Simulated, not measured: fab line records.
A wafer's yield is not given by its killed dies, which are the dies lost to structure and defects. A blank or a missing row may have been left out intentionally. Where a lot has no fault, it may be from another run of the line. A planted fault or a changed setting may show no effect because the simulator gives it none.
Split-lot trial / flow n5Finfet / 7 lots, 21 wafers read, on a route of 1938 steps

== THE SPLIT ITSELF ==
At N5_BEOL_M5_TRENCH_ETCH_37 (etches SiCOH lowk in C4F6/O2, target depth 71.652 nm, time 24.7 s), the setting sourceW was moved away from the recipe's 345 W on 6 of the 21 wafers read, by -13.8% to +16.6%. This setting was run at the recipe's value on the other wafers.

Reading taken at the split's own step.

== THE READING ==
rfVppV, in V, at N5_BEOL_M5_TRENCH_ETCH_37 (etches SiCOH lowk in C4F6/O2, target depth 71.652 nm, time 24.7 s). Typical for fault-free wafers on this fab line: 662 V, with standard deviation 10 V.

wafer=L076.4; tool, chamber at the split=rieDiel-04, 3; sourceW as run, W=345; against the recipe=recipe; rfVppV, V=671; against lot-mates on the recipe=-
wafer=L076.5; tool, chamber at the split=rieDiel-04, 0; sourceW as run, W=345; against the recipe=recipe; rfVppV, V=670; against lot-mates on the recipe=-
wafer=L076.6; tool, chamber at the split=rieDiel-04, 1; sourceW as run, W=345; against the recipe=recipe; rfVppV, V=676; against lot-mates on the recipe=-
wafer=L077.1; tool, chamber at the split=rieDiel-04, 2; sourceW as run, W=345; against the recipe=recipe; rfVppV, V=662; against lot-mates on the recipe=-
wafer=L077.2; tool, chamber at the split=rieDiel-04, 1; sourceW as run, W=402.4; against the recipe=+16.6%; rfVppV, V=624; against lot-mates on the recipe=-44
wafer=L077.6; tool, chamber at the split=rieDiel-04, 3; sourceW as run, W=345; against the recipe=recipe; rfVppV, V=673; against lot-mates on the recipe=-
wafer=L084.1; tool, chamber at the split=rieDiel-03, 0; sourceW as run, W=317.7; against the recipe=-7.9%; rfVppV, V=694; against lot-mates on the recipe=+38
wafer=L084.2; tool, chamber at the split=rieDiel-03, 1; sourceW as run, W=345; against the recipe=recipe; rfVppV, V=666; against lot-mates on the recipe=-
wafer=L084.3; tool, chamber at the split=rieDiel-03, 2; sourceW as run, W=345; against the recipe=recipe; rfVppV, V=646; against lot-mates on the recipe=-
wafer=L085.3; tool, chamber at the split=rieDiel-01, 1; sourceW as run, W=345; against the recipe=recipe; rfVppV, V=674; against lot-mates on the recipe=-
wafer=L085.5; tool, chamber at the split=rieDiel-01, 3; sourceW as run, W=345; against the recipe=recipe; rfVppV, V=662; against lot-mates on the recipe=-
wafer=L085.6; tool, chamber at the split=rieDiel-01, 2; sourceW as run, W=385; against the recipe=+11.6%; rfVppV, V=612; against lot-mates on the recipe=-56
wafer=L090.1; tool, chamber at the split=rieDiel-03, 3; sourceW as run, W=380.9; against the recipe=+10.4%; rfVppV, V=632; against lot-mates on the recipe=-23
wafer=L090.2; tool, chamber at the split=rieDiel-03, 2; sourceW as run, W=345; against the recipe=recipe; rfVppV, V=645; against lot-mates on the recipe=-
wafer=L090.4; tool, chamber at the split=rieDiel-03, 1; sourceW as run, W=345; against the recipe=recipe; rfVppV, V=665; against lot-mates on the recipe=-
wafer=L093.3; tool, chamber at the split=rieDiel-01, 3; sourceW as run, W=345; against the recipe=recipe; rfVppV, V=664; against lot-mates on the recipe=-
wafer=L093.5; tool, chamber at the split=rieDiel-01, 2; sourceW as run, W=377.9; against the recipe=+9.5%; rfVppV, V=620; against lot-mates on the recipe=-50
wafer=L093.6; tool, chamber at the split=rieDiel-01, 1; sourceW as run, W=345; against the recipe=recipe; rfVppV, V=675; against lot-mates on the recipe=-
wafer=L097.1; tool, chamber at the split=rieDiel-03, 3; sourceW as run, W=345; against the recipe=recipe; rfVppV, V=663; against lot-mates on the recipe=-
wafer=L097.2; tool, chamber at the split=rieDiel-03, 1; sourceW as run, W=297.5; against the recipe=-13.8%; rfVppV, V=718; against lot-mates on the recipe=+54
wafer=L097.5; tool, chamber at the split=rieDiel-03, 1; sourceW as run, W=345; against the recipe=recipe; rfVppV, V=666; against lot-mates on the recipe=-

THE FIT
A straight line over all 21 wafers: rfVppV changes by -3.52 V for each +1% of sourceW; r = -0.92; the points scatter about the line by 9.8 V.
The same after taking each lot's own level away (the mean of its wafers on the recipe; 21 wafers): -3.64 V for each +1%; r = -0.93; scatter 9.2 V.
The reading moves by 61 V for the largest change in sourceW, on that fit.
Across the lots, their own levels run from 655.0 to 672.3 V, a range of 1.7 times the standard deviation given above.
Consequently the slope shifts little with the lot-to-lot level, the two slopes agreeing.
Check: -68 V against its lot-mates is what the line predicts for one of the wafers moved furthest among these (+16.6%) when that wafer is left out of the fit. Against them it came out at -43.5 V.
Tool readings at the split's step, against how far the setting was moved: rfVppV r = -0.92.

== THESE WAFERS: OTHER SPLITS ==
Note: prior to the reading, these wafers also went through further splits. Each is held against what the fit with the lots' levels taken away leaves over:
other split on the same wafers=N5_BEOL_M1_ETCH_64 biasW; wafers away from the commonest value=12; r with rfVppV (lot level and that fit taken away)=-0.05
other split on the same wafers=N5_BEOL_M2_COAT_62 spinRpm; wafers away from the commonest value=8; r with rfVppV (lot level and that fit taken away)=+0.08
other split on the same wafers=N5_BEOL_M3_ETCH_64 biasW; wafers away from the commonest value=5; r with rfVppV (lot level and that fit taken away)=-0.04
other split on the same wafers=N5_BEOL_M3_COAT_68 spinRpm; wafers away from the commonest value=4; r with rfVppV (lot level and that fit taken away)=+0.26
other split on the same wafers=N5_BEOL_M4_COAT_61 spinRpm; wafers away from the commonest value=6; r with rfVppV (lot level and that fit taken away)=+0.31
other split on the same wafers=N5_BEOL_M4_EXPOSE_08 doseMj; wafers away from the commonest value=5; r with rfVppV (lot level and that fit taken away)=+0.05

== THE FILE'S OWN FIT ==
rfVppV changes by -3.61 V for each +1% of sourceW, r = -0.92.
